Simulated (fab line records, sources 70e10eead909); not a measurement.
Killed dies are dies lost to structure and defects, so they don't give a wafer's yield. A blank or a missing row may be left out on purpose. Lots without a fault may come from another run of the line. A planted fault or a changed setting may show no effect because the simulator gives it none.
A struck lot beside a sound one | flow nand_harc | 14 steps out of a route of 1159
Sound: wafers L184.1, L184.3, L184.5. Struck: wafer L203.4. (L203.1 of the same lot was not struck and is left out.) The cause comes at the end.
At each step with rows: each side's tool, then ch and its chambers, then its first start. Under that, the readings that differ: sound wafers | struck wafers | difference of the means | sigmas: that difference in standard deviations of wafers without a fault.
alike: readings whose means differ by less than 2 such deviations, and words and numbers that are the same on both sides. not compared: withheld readings, readings that some wafer has no value for, bounds like >300 that may hide the same value, and numbers for which the record gives no deviation and whose values overlap.
The two part at a step that has a row with sigmas, a row that says differs or no value, or rows on one side only. Numbers that don't overlap but have no deviation are shown without sigmas and don't part them. A reading that every wafer of one side lacks parts them only if that side has two wafers or more.

first, 7 steps without rows for these wafers: NHARC_P_CONTACT_COAT_34 (time 65 s); NHARC_P_CONTACT_COAT_06 (resist thk 90 nm); NHARC_P_CONTACT_SOFTBAKE_07 (time 55 s); NHARC_P_CONTACT_EBR_08; NHARC_P_CONTACT_EXPOSE_09 (exposes mask P CA, target cd 90 nm); NHARC_P_CONTACT_PEB_10 (peb time 65 s); NHARC_P_CONTACT_DEVELOP_11 (develop time 35 s).
NHARC_P_CONTACT_CD_MEAS_12: target cd 90 nm.
  sound on cd_sem-03 ch 0, day 6 10:14; struck on cd_sem-03 ch 0, day 11 08:45
  alike: cd_nm
NHARC_P_CONTACT_OVL_MEAS_13:
  sound on overlay-02, day 6 10:19; struck on overlay-02, day 11 08:50
  alike: overlay_x_nm, overlay_y_nm
NHARC_P_CONTACT_INSPECT_14:
  sound on defect_inspect-01, day 6 10:21; struck on defect_inspect-02, day 11 08:53
  alike: raw_defect_count
NHARC_P_CONTACT_DESCUM_17: chemistry O2, time 3 s.
  sound on rie_diel-02 ch 1,3, day 6 10:25; struck on rie_diel-12 ch 3, day 11 08:57
  reading                         | sound          | struck | difference | sigmas
  showerhead_plenum_p_Torr (Torr) | 2.01 2.00 2.00 | 1.79   | -0.21      | -2
  alike: drypump_motor_current_A, mfc_ar_sccm, oes_product_au, rf_vpp_V, throttle_valve_pct
  not compared: rf_hours_counter_h
NHARC_P_CONTACT_ETCH_35: etches the open film in CF4, target depth 39 nm, time 65 s.
  sound on rie_diel-02 ch 0,1, day 6 10:31; struck on rie_diel-12 ch 2, day 11 09:02
  alike: cf4_flow_sccm, drypump_motor_current_A, mfc_ar_sccm, oes_product_au, rf_vpp_V, showerhead_plenum_p_Torr, throttle_valve_pct
  not compared: rf_hours_counter_h
NHARC_P_CONTACT_ETCH_36: etches the open film in N2/H2, target depth 260 nm, time 406.25 s.
  sound on rie_diel-02 ch 0,1,2, day 6 10:37; struck on rie_diel-12 ch 3, day 11 09:09
  reading               | sound             | struck | difference | sigmas
  oes_product_au (a.u.) | 0.993 0.991 1.013 | 0.890  | -0.109     | -10
  alike: drypump_motor_current_A, mfc_ar_sccm, rf_vpp_V, showerhead_plenum_p_Torr, throttle_valve_pct
  not compared: rf_hours_counter_h
NHARC_P_CONTACT_ETCH_18: etches the open film in C4F8/O2/Ar, target depth 481 nm, time 240.5 s.
  sound on rie_diel-02 ch 1,3; struck on rie_diel-12 ch 3
  reading               | sound             | struck | difference | sigmas
  oes_product_au (a.u.) | 0.924 0.927 0.929 | 0.976  | +0.049     | +3
  rf_vpp_V (V)          | 985 985 984       | 970    | -15        | -2
  not compared: rf_hours_counter_h

WHERE THEY PART
First at NHARC_P_CONTACT_DESCUM_17; last, within this record, at NHARC_P_CONTACT_ETCH_18.

WHY: what the simulator had put in
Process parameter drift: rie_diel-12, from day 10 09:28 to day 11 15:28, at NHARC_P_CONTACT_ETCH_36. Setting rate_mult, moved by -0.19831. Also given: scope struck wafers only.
